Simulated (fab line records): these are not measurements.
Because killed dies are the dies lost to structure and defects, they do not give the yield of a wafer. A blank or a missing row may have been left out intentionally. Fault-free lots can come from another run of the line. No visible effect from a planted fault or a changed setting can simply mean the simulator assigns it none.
Chamber matching ; flow n5-finfet ; N5_BEOL_M5_CURE_79 on uv-cure-01: 3 sister chambers
The step cures SiCOH lowk, time 240 s. 3 wafers are shown with their chamber, then 7 later ones without.

## WAFERS, EACH WITH ITS CHAMBER
wafer;chamber;wafer_temp_C_max
L082.6;0;387.2
L086.4;1;387.2
L091.4;2;387.1

## WAFERS WHOSE CHAMBER IS MISSING
wafer;wafer_temp_C_max
L091.6;387.2
L095.1;387.0
L095.4;387.2
L095.5;387.4
L096.3;387.1
L096.5;386.9
L096.6;386.7

## WHICH CHAMBER EACH ONE RAN IN
wafer;from the rows above;in truth
L091.6;can't be placed: 0 or 1 or 2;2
L095.1;can't be placed: 2 or 0 or 1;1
L095.4;can't be placed: 0 or 1 or 2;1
L095.5;can't be placed: 0 or 1 or 2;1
L096.3;can't be placed: 2 or 0 or 1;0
L096.5;can't be placed: 2 or 0 or 1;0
L096.6;can't be placed: 2 or 0 or 1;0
Correctly placed: 0 of 7. These rows do not allow placing 7 (true chamber among the candidates in 7). Wrongly placed: 0.
How it was worked out, from the rows above alone: a wafer's distance from a chamber is the root of the sum, over the readings, of the square of ((its reading less the chamber's mean) divided by the reading's scatter). If the next closest chamber is less than 2 further off than the closest, the wafer can't be placed; otherwise it belongs to the closest. Each chamber's mean is taken over the wafers shown for it. The scatter: root of mean squared gap, hidden wafer to nearest shown wafer, with one shown wafer a chamber.
